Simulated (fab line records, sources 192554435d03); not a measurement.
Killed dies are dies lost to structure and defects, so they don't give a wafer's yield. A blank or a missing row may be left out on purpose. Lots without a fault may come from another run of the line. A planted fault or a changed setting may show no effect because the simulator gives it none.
One fault seen from 2 desks | flow n5_finfet | each desk has only its own numbers; what lay behind them comes last

THE METROLOGY DESK
What the gauges read, lot by lot, whatever tool the lot ran on: means of the sampled wafers that have a number. A lot is out of limits, marked OUT, if its mean lies more than 4 standard deviations from the usual mean; the brackets give that distance.
Columns: A = cd_nm at N5_BEOL_M14_CD_MEAS_10, usual 248.7 nm
lot  | first seen here | A
L927 | day 12 12:44    | 247.7
L929 | day 13 12:01    | 248.5
L935 | day 13 18:50    | 251.7
L937 | day 14 08:53    | 248.2
L938 | day 14 10:49    | 250.3
L939 | day 15 13:55    | 249.5
L943 | day 16 03:38    | 249.4
L944 | day 16 11:41    | 246.9
L942 | day 16 12:21    | 249.9
L947 | day 17 23:46    | 248.7
This desk's finding: nothing out of limits on any of the 10 lots.

THE TOOL OWNER'S DESK: litho_track-03
The tool's own readings at N5_BEOL_M14_PEB_08 (peb time 90 s): means of the sampled wafers that have a number, for each lot that ran on this tool. A lot is out of limits, marked OUT, if its mean lies more than 4 standard deviations from the usual mean; the brackets give that distance.
Columns: A = heater_power_total_W at N5_BEOL_M14_PEB_08, usual 172.6 W
lot  | first seen here | A
L927 | day 12 12:37    | 172.7
L929 | day 13 11:55    | 172.7
L938 | day 14 10:42    | 172.8
L939 | day 15 13:47    | 173.4
L947 | day 17 23:39    | 172.9
This desk's finding: nothing out of limits on any of the 5 lots.

PUT TOGETHER
The metrology desk saw nothing out of limits.
The tool owner's desk saw nothing out of limits.

WHAT THE SIMULATOR HAD PUT IN
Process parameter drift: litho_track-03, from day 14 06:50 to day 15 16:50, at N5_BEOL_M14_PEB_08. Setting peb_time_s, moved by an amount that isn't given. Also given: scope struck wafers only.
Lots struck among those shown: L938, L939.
